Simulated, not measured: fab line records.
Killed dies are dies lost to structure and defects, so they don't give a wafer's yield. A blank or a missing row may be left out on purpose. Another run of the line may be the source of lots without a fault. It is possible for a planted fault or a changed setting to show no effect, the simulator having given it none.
Comparing a struck lot with a sound one + flow nand harc + 40 out of 1302 route steps
Sound: these wafers, L614.1, L614.4, L614.6. Struck: wafer L606.3 (left out: L606.2, L606.6 of the same lot, which were not struck); the cause appears at the end.
For every step that has rows: the tool of each side, followed by ch and its chambers, followed by its first start. Under that, the readings that differ: sound wafers + struck wafers + difference of the means + sigmas: that difference in standard deviations of wafers without a fault.
alike: words and numbers the same on both sides, and readings whose means are apart by under 2 such deviations; not compared: readings that were withheld, readings missing a value for some wafer, numbers with overlapping values and no deviation given by the record, and bounds like >300 which may hide the same value.
A row with sigmas, a row that says differs or no value, or rows on one side alone: a step with any of these is where the two part. Numbers that don't overlap but have no deviation are shown without sigmas and don't part them. A reading that every wafer of one side lacks parts them only if that side has two wafers or more.

NHARC_A_M0_OVL_MEAS_10: pitch 160 nm.
  sound on overlay-01, day 28 18:58; struck on overlay-02, day 27 12:14
  alike: overlay x nm, overlay y nm
NHARC_A_M0_INSPECT_11:
  sound on defect inspect-02, day 28 19:00; struck on defect inspect-01, day 27 12:16
  alike: raw defect count
then, 3 steps without rows for these wafers: NHARC_A_M0_DESCUM_14 (chemistry O2, time 3 s); NHARC_A_M0_ETCH_34 (etches the open film in N2/H2, target depth 40 nm, overetch 12 nm, time 43.94 s); NHARC_A_M0_ETCH_15 (etches the open film in C4F8/Ar, target depth 150 nm, overetch 15 nm, time 82.5 s).
NHARC_A_M0_CD_MEAS_16:
  sound on cd sem-02, day 28 19:21; struck on cd sem-02, day 27 12:41
| reading    | sound          | struck | difference | sigmas |
|------------|----------------|--------|------------|--------|
| cd nm (nm) | 80.5 81.1 81.0 | 79.3   | -1.6       | -2     |
then, 6 steps without rows for these wafers: NHARC_A_M0_STRIP_18 (strips in N2/H2); NHARC_A_M0_STRIP_19 (strips in post etch residue remover, time 600 s); NHARC_A_M0_DEGAS_28 (time 60 s); NHARC_A_M0_PRE_CLEAN_29 (time 30 s); NHARC_A_M0_PVD_20 (deposits TaN, target thk 5 nm, time 8.06 s); NHARC_A_M0_PVD_21 (deposits Cu, target thk 30 nm, time 20.49 s).
NHARC_A_M0_ECD_22: material Cu, target thk 400 nm.
  sound on ecd cu-02 ch 0,1, day 28 20:23; struck on ecd cu-01 ch 0,1, day 27 13:43
then, 2 steps without rows for these wafers: NHARC_A_M0_ANNEAL_30 (time 90 s); NHARC_A_M0_CMP_23 (polishes, t overpolish 20 s, target thk 113.75 nm).
NHARC_A_M0_THK_MEAS_24: measures by xrf.
  sound on film metro-01, day 28 21:23; struck on film metro-01, day 27 14:43
| reading     | sound             | struck | difference | sigmas |
|-------------|-------------------|--------|------------|--------|
| thk nm (nm) | 112.2 112.7 112.4 | 115.4  | +3.0       | +2     |
then, 2 steps without rows for these wafers: NHARC_A_M0_SRD_25; NHARC_A_M0_PRE_CLEAN_31 (time 12 s).
NHARC_A_M0_DEP_32: deposits SiCN, target thk 30 nm.
  sound on pecvd-01 ch 0,2, day 28 21:43; struck on pecvd-03 ch 0, day 27 15:01
  alike: heater power w
then, 10 steps without rows for these wafers: NHARC_A_M1_DEP_00 (deposits SiOC, target thk 182.5 nm); NHARC_A_M1_DEHYDRATE_01 (time 120 s); NHARC_A_M1_HMDS_02 (time 30 s); NHARC_A_M1_COAT_34 (time 65 s); NHARC_A_M1_COAT_03 (resist thk 90 nm); NHARC_A_M1_SOFTBAKE_04 (time 55 s); NHARC_A_M1_EBR_05; NHARC_A_M1_EXPOSE_06 (exposes mask A M1, target cd 120 nm); NHARC_A_M1_PEB_07 (peb time 65 s); NHARC_A_M1_DEVELOP_08 (develop time 35 s).
NHARC_A_M1_CD_MEAS_09: target cd 120 nm.
  sound on cd sem-03 ch 0, day 28 22:58; struck on cd sem-02 ch 0, day 27 16:15
  alike: cd nm
NHARC_A_M1_OVL_MEAS_10: pitch 240 nm.
  sound on overlay-01, day 28 23:04; struck on overlay-02, day 27 16:20
  alike: overlay x nm, overlay y nm
NHARC_A_M1_DESCUM_14: chemistry O2, time 3 s.
  sound on rie diel-09 ch 0,2,3, day 28 23:10; struck on rie diel-06 ch 3, day 27 16:26
| reading                     | sound          | struck | difference | sigmas |
|-----------------------------|----------------|--------|------------|--------|
| drypump motor current A (A) | 5.0 5.9 4.9    | 6.5    | +1.2       | +2     |
| rf vpp V (V)                | 57.4 58.6 57.5 | 55.6   | -2.2       | -2     |
  alike: oes product au, showerhead plenum p Torr, throttle valve pct
  not compared: rf hours counter h
NHARC_A_M1_ETCH_35: etches the open film in N2/H2, target depth 40 nm, overetch 12 nm, time 43.94 s.
  sound on rie diel-09 ch 0,1, day 28 23:15; struck on rie diel-06 ch 0, day 27 16:31
  alike: drypump motor current A, oes product au, rf vpp V, showerhead plenum p Torr, throttle valve pct
  not compared: rf hours counter h
NHARC_A_M1_ETCH_15: etches the open film in C4F8/Ar, target depth 182.5 nm, time 91.2 s.
  sound on rie diel-09 ch 1,2,3; struck on rie diel-06 ch 3
| reading               | sound             | struck | difference | sigmas |
|-----------------------|-------------------|--------|------------|--------|
| oes product au (a.u.) | 0.975 0.983 0.977 | 0.923  | -0.055     | -3     |
  alike: rf vpp V
  not compared: rf hours counter h
NHARC_A_M1_CD_MEAS_16:
  sound on cd sem-02, day 28 23:28; struck on cd sem-03, day 27 16:44
  alike: cd nm
then, 1 step without rows for these wafers: NHARC_A_M1_STRIP_18 (strips in N2/H2).
NHARC_A_M1_ETCH_28: etches the open film in CF4/N2, target depth 30 nm, time 72.99 s.
  sound on rie diel-08 ch 2,3; struck on rie diel-08 ch 1
  alike: drypump motor current A, oes product au, rf vpp V, showerhead plenum p Torr, throttle valve pct
  not compared: rf hours counter h
then, 2 steps without rows for these wafers: NHARC_A_M1_STRIP_19 (strips in post etch residue remover, time 600 s); NHARC_A_M1_DEGAS_29 (time 60 s).
NHARC_END_SORT_01:
  the record has rows for the struck wafers here (prober-02 ch 0, day 29 05:23) and none for the sound ones

WHERE THEY PART
Last at NHARC_END_SORT_01 as far as this record goes, first at NHARC_A_M0_CD_MEAS_16.

WHY: what the simulator had put in
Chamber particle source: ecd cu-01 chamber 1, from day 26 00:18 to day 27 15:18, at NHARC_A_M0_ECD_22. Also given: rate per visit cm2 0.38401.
